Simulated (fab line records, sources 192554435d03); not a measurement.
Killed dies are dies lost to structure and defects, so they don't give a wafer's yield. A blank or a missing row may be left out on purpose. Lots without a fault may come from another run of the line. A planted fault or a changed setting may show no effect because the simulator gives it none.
Chamber matching | flow n5_finfet | N5_BEOL_M9_STRIP_36 on rie_diel-06: 4 sister chambers
The step strips in N2/H2. 4 wafers are shown with their chamber, then 8 later ones without.

WAFERS WITH THEIR CHAMBER
wafer  | chamber | showerhead_plenum_p_Torr (Torr)
L085.2 | 2       | 2.49
L085.3 | 3       | 2.63
L085.6 | 0       | 2.40
L089.1 | 1       | 2.68

WAFERS WITHOUT THEIR CHAMBER
wafer  | showerhead_plenum_p_Torr (Torr)
L089.5 | 2.69
L089.6 | 2.40
L096.1 | 2.62
L096.2 | 2.68
L096.3 | 2.48
L097.1 | 2.48
L097.4 | 2.68
L097.5 | 2.68

WHICH CHAMBER EACH WENT THROUGH
wafer  | from the rows above | in truth
L089.5 | 1                   | 1
L089.6 | 0                   | 0
L096.1 | 3                   | 3
L096.2 | 1                   | 1
L096.3 | 2                   | 2
L097.1 | 2                   | 2
L097.4 | 1                   | 1
L097.5 | 1                   | 1
Placed correctly: 8 of 8. Can't be placed from these rows: 0. Placed wrongly: 0.
How it was worked out, from the rows above alone: a wafer's distance from a chamber is the root of the sum, over the readings, of the square of ((its reading less the chamber's mean) divided by the reading's scatter). The wafer belongs to the nearest chamber; if the next one is less than 2 further off, it can't be placed. A chamber's mean is the mean of its shown wafers. The scatter: with one shown wafer a chamber, the root of the mean of the squares of how far each hidden wafer lies from its nearest shown one.
